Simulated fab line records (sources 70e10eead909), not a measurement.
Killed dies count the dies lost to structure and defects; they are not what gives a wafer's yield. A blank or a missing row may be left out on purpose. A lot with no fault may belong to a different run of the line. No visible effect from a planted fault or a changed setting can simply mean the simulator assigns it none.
Chamber matching | flow nandHarc | rieDiel-05 running NHARC_P_M1_STRIP_18: 4 sister chambers
The step strips in N2/H2. 4 wafers are shown with their chamber, then 10 later ones without.

WAFERS WITH THEIR CHAMBER
wafer  | chamber | showerheadPlenumPTorr (Torr)
L079.3 | 1       | 2.16
L085.6 | 2       | 2.12
L086.2 | 3       | 2.13
L086.3 | 0       | 1.93

WAFERS MISSING THEIR CHAMBER
wafer  | showerheadPlenumPTorr (Torr)
L086.4 | 2.12
L088.1 | 1.93
L088.2 | 2.12
L088.6 | 2.12
L095.1 | 2.13
L095.2 | 2.12
L095.4 | 2.12
L097.1 | 2.12
L097.2 | 2.13
L097.6 | 1.92

WHICH CHAMBER EACH ONE RAN IN
wafer  | from the rows above | in truth
L086.4 | 2                   | 2
L088.1 | 0                   | 0
L088.2 | 2                   | 2
L088.6 | 2                   | 2
L095.1 | 3                   | 3
L095.2 | 2                   | 2
L095.4 | 2                   | 2
L097.1 | 2                   | 2
L097.2 | 3                   | 3
L097.6 | 0                   | 0
Correctly placed: 10 of 10. From these rows, 0 cannot be placed. Placed wrongly: 0.
How it was worked out, from the rows above alone: a wafer's distance from a chamber is the root of the sum, over the readings, of the square of ((its reading less the chamber's mean) divided by the reading's scatter). If the next closest chamber is less than 2 further off than the closest, the wafer can't be placed; otherwise it belongs to the closest. The mean given for a chamber averages the wafers shown for that chamber. The scatter: root of mean squared gap, hidden wafer to nearest shown wafer, with one shown wafer a chamber.
